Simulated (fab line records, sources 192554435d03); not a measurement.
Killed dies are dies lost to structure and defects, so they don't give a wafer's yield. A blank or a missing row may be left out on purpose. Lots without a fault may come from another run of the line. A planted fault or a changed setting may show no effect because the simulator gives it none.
A struck lot beside a sound one | flow n5_finfet | 18 steps out of a route of 1938
Sound: wafers L256.3, L256.4, L256.6. Struck: wafers L259.1, L259.4, L259.5. The cause comes at the end.
At each step with rows: each side's tool, then ch and its chambers, then its first start. Under that, the readings that differ: sound wafers | struck wafers | difference of the means | sigmas: that difference in standard deviations of wafers without a fault.
alike: readings whose means differ by less than 2 such deviations, and words and numbers that are the same on both sides. not compared: withheld readings, readings that some wafer has no value for, bounds like >300 that may hide the same value, and numbers for which the record gives no deviation and whose values overlap.
The two part at a step that has a row with sigmas, a row that says differs or no value, or rows on one side only. Numbers that don't overlap but have no deviation are shown without sigmas and don't part them. A reading that every wafer of one side lacks parts them only if that side has two wafers or more.

N5_SD_EPI_P_SD_RECESS_17: chemistry HBr/Cl2/O2, target depth 39.1 nm, bt time 3 s.
  sound on rie_si-01 ch 1,2,3, day 4 01:32; struck on rie_si-06 ch 1,2,3, day 4 17:34
  alike: HBr_flow_sccm, drypump_motor_current_A, he_backside_leak_sccm, oes_product_au, rf_fwd_power_W, throttle_valve_pct
  not compared: rf_hours_counter_h
then, 1 step without rows for these wafers: N5_SD_EPI_P_WET_ETCH_45 (etches SiO2 in dHF, time 10.7 s, target depth 2 nm, rinse time 30 s).
N5_SD_EPI_P_STRIP_40: strips in N2/H2.
  sound on plasma_asher-01 ch 0,1, day 4 01:42; struck on plasma_asher-01 ch 0,1, day 4 17:43
  alike: drypump_motor_current_A, heater_power_w, oes_product_au
  not compared: rf_hours_counter_h
then, 5 steps without rows for these wafers: N5_SD_EPI_P_PRECLEAN_52 (cleans in O3/DIW, time 60 s); N5_SD_EPI_P_SRD_20 (time 30 s); N5_SD_EPI_P_PRECLEAN_51 (cleans in NF3:NH3, afs cycles 1, time 20 s, sublimation time 60 s); N5_SD_EPI_P_VAPOR_ETCH_44 (etches SiGe30 in NF3/Ar, time 3.3 s); N5_SD_EPI_P_EPI_21 (deposits SiGe:B, time 355 s).
N5_SD_EPI_P_EPI_MEAS_23:
  sound on film_metro-02, day 4 04:25; struck on film_metro-01, day 4 20:25
  alike: thk_nm
then, 3 steps without rows for these wafers: N5_SD_EPI_P_HM_STRIP_48 (strips SiNx in H3PO4, material SiNx, target depth 3 nm); N5_SD_EPI_P_SRD_49 (time 30 s); N5_SD_EPI_P_PRECLEAN_24 (cleans in O3/DIW, time 45 s).
N5_SD_EPI_P_PRECLEAN_32: cleans in dHF, time 10 s.
  sound on wet_bench-01 ch 2,3,4, day 4 04:32; struck on wet_bench-01 ch 0,6,7, day 4 20:32
then, 2 steps without rows for these wafers: N5_SD_EPI_P_PRECLEAN_33 (cleans in SC2, time 45 s); N5_SD_EPI_P_SRD_25 (time 30 s).
N5_SD_EPI_P_INSPECT_26: inspects for defects (darkfield).
  sound on defect_inspect-01, day 4 04:35; struck on defect_inspect-02, day 4 20:36
  reading          | sound       | struck      | difference | sigmas
  raw_defect_count | 204 145 189 | 523 499 573 | +352       | +10
N5_SD_ACTIVATION_RTA_00: time 0 s.
  sound on rtp_anneal-02 ch 0, day 4 04:45; struck on rtp_anneal-02 ch 0, day 4 20:38
  alike: lamp_power_pct, lamp_zone_2_pct, lamp_zone_3_pct, lamp_zone_5_pct, wafer_temp_C_max
-- the record jumps here: 9 days lie between the struck wafers' starts before and after (it left off in module SD_ACTIVATION and takes up again in module PASSIVATION, whose first step shown is number 1936 of the route) --
N5_PASSIVATION_PROBE_49:
  sound on prober-01, day 12 10:10; struck on prober-01, day 13 12:43
  reading             | sound       | struck      | difference | sigmas
  killed_at_front_end | 42 32 34    | 129 157 124 | +101       | +8
  killed_dies         | 108 101 122 | 195 214 170 | +83        | +5
  killed_on_rim       | 14 18 14    | 29 19 25    | +9         | +2
  alike: killed_at_M0_to_M3, killed_at_M4_up, killed_at_contacts, killed_at_other, killed_open, killed_short

WHERE THEY PART
First at N5_SD_EPI_P_INSPECT_26; last, within this record, at N5_PASSIVATION_PROBE_49.

WHY: what the simulator had put in
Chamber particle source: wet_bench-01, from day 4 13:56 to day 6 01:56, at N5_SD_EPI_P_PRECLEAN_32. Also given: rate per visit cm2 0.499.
